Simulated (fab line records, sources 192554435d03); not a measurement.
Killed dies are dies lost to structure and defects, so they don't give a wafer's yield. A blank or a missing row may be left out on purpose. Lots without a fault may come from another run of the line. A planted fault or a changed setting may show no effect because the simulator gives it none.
Chamber matching | flow n5_finfet | N5_BEOL_M5_STRIP_64 on rie_diel-03: 4 sister chambers
The step strips in CF4. 18 wafers are shown with their chamber, then 9 later ones without.

WAFERS WITH THEIR CHAMBER
wafer  | chamber | showerhead_plenum_p_Torr (Torr) | drypump_motor_current_A (A) | throttle_valve_pct (%)
L074.2 | 2       | 1.84                            | 5.0                         | 13.24
L074.5 | 1       | 1.83                            | 6.3                         | 14.02
L074.6 | 0       | 1.76                            | 6.0                         | 13.53
L078.1 | 2       | 1.84                            | 5.1                         | 13.23
L078.5 | 3       | 1.78                            | 5.7                         | 13.87
L078.6 | 0       | 1.76                            | 6.0                         | 13.53
L079.3 | 3       | 1.78                            | 5.7                         | 13.87
L079.5 | 1       | 1.83                            | 6.3                         | 14.02
L079.6 | 0       | 1.76                            | 6.1                         | 13.54
L083.2 | 0       | 1.76                            | 6.0                         | 13.53
L083.5 | 2       | 1.84                            | 5.0                         | 13.25
L083.6 | 0       | 1.76                            | 6.0                         | 13.53
L084.1 | 3       | 1.78                            | 5.7                         | 13.90
L084.3 | 2       | 1.84                            | 5.0                         | 13.25
L084.5 | 2       | 1.84                            | 5.0                         | 13.27
L087.1 | 0       | 1.76                            | 6.0                         | 13.00
L087.4 | 0       | 1.76                            | 6.0                         | 13.00
L087.5 | 2       | 1.83                            | 5.0                         | 13.31

SIGNATURES (means of the wafers above)
reading                  | chamber 0 | chamber 1 | chamber 2 | chamber 3 | scatter within a chamber
showerhead_plenum_p_Torr | 1.7600    | 1.8300    | 1.8383    | 1.7800    | 0.00244
drypump_motor_current_A  | 6.014     | 6.300     | 5.017     | 5.700     | 0.0347
throttle_valve_pct       | 13.3800   | 14.0200   | 13.2583   | 13.8800   | 0.171
Rule: a wafer's distance from a chamber is the root of the sum, over the readings, of the square of ((its reading less the chamber's mean) divided by the reading's scatter). The wafer belongs to the nearest chamber; if the next one is less than 2 further off, it can't be placed. The scatter: the root of (the sum of the squares of (reading less its chamber's mean) over the shown wafers, divided by (wafers less chambers)).

WAFERS WITHOUT THEIR CHAMBER
wafer  | showerhead_plenum_p_Torr (Torr) | drypump_motor_current_A (A) | throttle_valve_pct (%)
L090.2 | 1.76                            | 6.0                         | 13.00
L090.4 | 1.76                            | 6.0                         | 13.00
L090.5 | 1.83                            | 6.4                         | 13.50
L093.1 | 1.83                            | 6.3                         | 13.54
L093.2 | 1.76                            | 6.1                         | 13.02
L093.6 | 1.76                            | 6.0                         | 13.02
L094.1 | 1.83                            | 5.0                         | 13.32
L094.4 | 1.76                            | 6.0                         | 13.00
L094.5 | 1.83                            | 5.0                         | 13.33

WHICH CHAMBER EACH WENT THROUGH
wafer  | from the rows above | in truth
L090.2 | 0                   | 0
L090.4 | 0                   | 0
L090.5 | 1                   | 1
L093.1 | 1                   | 1
L093.2 | 0                   | 0
L093.6 | 0                   | 0
L094.1 | 2                   | 2
L094.4 | 0                   | 0
L094.5 | 2                   | 2
Placed correctly: 9 of 9. Can't be placed from these rows: 0. Placed wrongly: 0.
